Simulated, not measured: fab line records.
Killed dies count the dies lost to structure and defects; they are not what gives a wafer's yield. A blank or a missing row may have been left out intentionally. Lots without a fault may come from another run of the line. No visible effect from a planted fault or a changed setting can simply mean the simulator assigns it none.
Matching of chambers / flow nandHarc / 3 sister chambers for NHARC_A_SLIT_DEP_23 on pecvd-01
The step deposits SiON, target thk 100 nm. 14 wafers are shown with their chamber, then 7 later ones without.

## WAFERS, EACH WITH ITS CHAMBER
wafer=L074.1; chamber=1; heaterPowerW (W)=676
wafer=L074.2; chamber=2; heaterPowerW (W)=666
wafer=L074.3; chamber=0; heaterPowerW (W)=848
wafer=L077.1; chamber=1; heaterPowerW (W)=692
wafer=L077.3; chamber=2; heaterPowerW (W)=679
wafer=L077.4; chamber=0; heaterPowerW (W)=722
wafer=L076.2; chamber=0; heaterPowerW (W)=752
wafer=L076.5; chamber=0; heaterPowerW (W)=765
wafer=L076.6; chamber=2; heaterPowerW (W)=612
wafer=L081.1; chamber=1; heaterPowerW (W)=613
wafer=L081.2; chamber=0; heaterPowerW (W)=772
wafer=L081.5; chamber=0; heaterPowerW (W)=758
wafer=L085.1; chamber=1; heaterPowerW (W)=615
wafer=L085.4; chamber=1; heaterPowerW (W)=625

SIGNATURES (means of the wafers above)
reading=heaterPowerW; chamber 0=769.50; chamber 1=644.20; chamber 2=652.33; scatter within a chamber=39.2
Rule: for each reading, subtract the chamber's mean from the wafer's reading, divide by that reading's scatter and square the result; add these up over the readings and take the root, which gives the wafer's distance from the chamber. If the next closest chamber is less than 2 further off than the closest, the wafer can't be placed; otherwise it belongs to the closest. How the scatter is found: for the shown wafers, subtract from each reading the mean of its chamber, square and add these, divide the total by (wafers less chambers), then take the root.

## WAFERS WITH NO CHAMBER GIVEN
wafer=L085.6; heaterPowerW (W)=844
wafer=L094.2; heaterPowerW (W)=648
wafer=L094.4; heaterPowerW (W)=848
wafer=L094.5; heaterPowerW (W)=631
wafer=L097.3; heaterPowerW (W)=618
wafer=L097.4; heaterPowerW (W)=615
wafer=L097.6; heaterPowerW (W)=768

## CHAMBER TAKEN BY EACH
wafer=L085.6; from the rows above=0; in truth=0
wafer=L094.2; from the rows above=can't be placed: 1 or 2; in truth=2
wafer=L094.4; from the rows above=0; in truth=0
wafer=L094.5; from the rows above=can't be placed: 1 or 2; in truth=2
wafer=L097.3; from the rows above=can't be placed: 1 or 2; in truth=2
wafer=L097.4; from the rows above=can't be placed: 1 or 2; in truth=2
wafer=L097.6; from the rows above=0; in truth=0
Correctly placed: 3 of 7. Cannot be placed on the basis of these rows: 4; the candidates contain the true chamber in 4. Wrongly placed: 0.
